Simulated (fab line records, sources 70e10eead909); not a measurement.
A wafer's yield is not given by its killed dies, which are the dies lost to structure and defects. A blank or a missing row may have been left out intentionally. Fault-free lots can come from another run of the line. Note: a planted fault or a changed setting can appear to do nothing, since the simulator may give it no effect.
Matching of chambers ; flow nand_harc ; NHARC_P_CONTACT_ALD_22 on ald_metal-04 has 4 sister chambers
The step deposits TiN, target thk 3 nm, pulse time 1 s, ald cycles 150. 8 wafers are shown with their chamber, then 11 later ones without.

## WAFERS PAIRED WITH THEIR CHAMBERS
wafer;chamber;heater_power_w (W);precursor_pulse_height_rel
L082.6;1;1173;0.997
L082.4;2;941;1.010
L082.5;2;959;0.979
L084.3;3;1147;0.989
L088.2;0;993;1.015
L088.5;3;1201;0.977
L088.6;0;977;0.986
L087.1;1;1199;0.977

## WAFERS WITH NO CHAMBER GIVEN
wafer;heater_power_w (W);precursor_pulse_height_rel
L087.3;1009;1.002
L087.6;1196;1.019
L089.1;955;1.037
L089.2;1190;0.991
L089.6;951;0.998
L089.3;1194;1.025
L089.4;982;1.022
L089.5;1137;0.987
L095.1;975;0.969
L095.2;1165;1.001
L095.4;1267;1.027

## THE CHAMBER EACH PASSED THROUGH
wafer;from the rows above;in truth
L087.3;can't be placed: 0 or 2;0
L087.6;can't be placed: 1 or 3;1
L089.1;can't be placed: 2 or 0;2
L089.2;can't be placed: 1 or 3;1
L089.6;can't be placed: 2 or 0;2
L089.3;can't be placed: 1 or 3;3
L089.4;can't be placed: 0 or 2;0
L089.5;can't be placed: 3 or 1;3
L095.1;can't be placed: 2 or 0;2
L095.2;can't be placed: 3 or 1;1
L095.4;can't be placed: 1 or 3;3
0 of 11 placed correctly. These rows do not allow placing 11 (true chamber among the candidates in 11). Number placed wrongly: 0.
How it was worked out, from the rows above alone: a wafer's distance from a chamber is the root of the sum, over the readings, of the square of ((its reading less the chamber's mean) divided by the reading's scatter). The wafer belongs to the nearest chamber; if the next one is less than 2 further off, it can't be placed. The mean given for a chamber averages the wafers shown for that chamber. The scatter: the root of (the sum of the squares of (reading less its chamber's mean) over the shown wafers, divided by (wafers less chambers)).
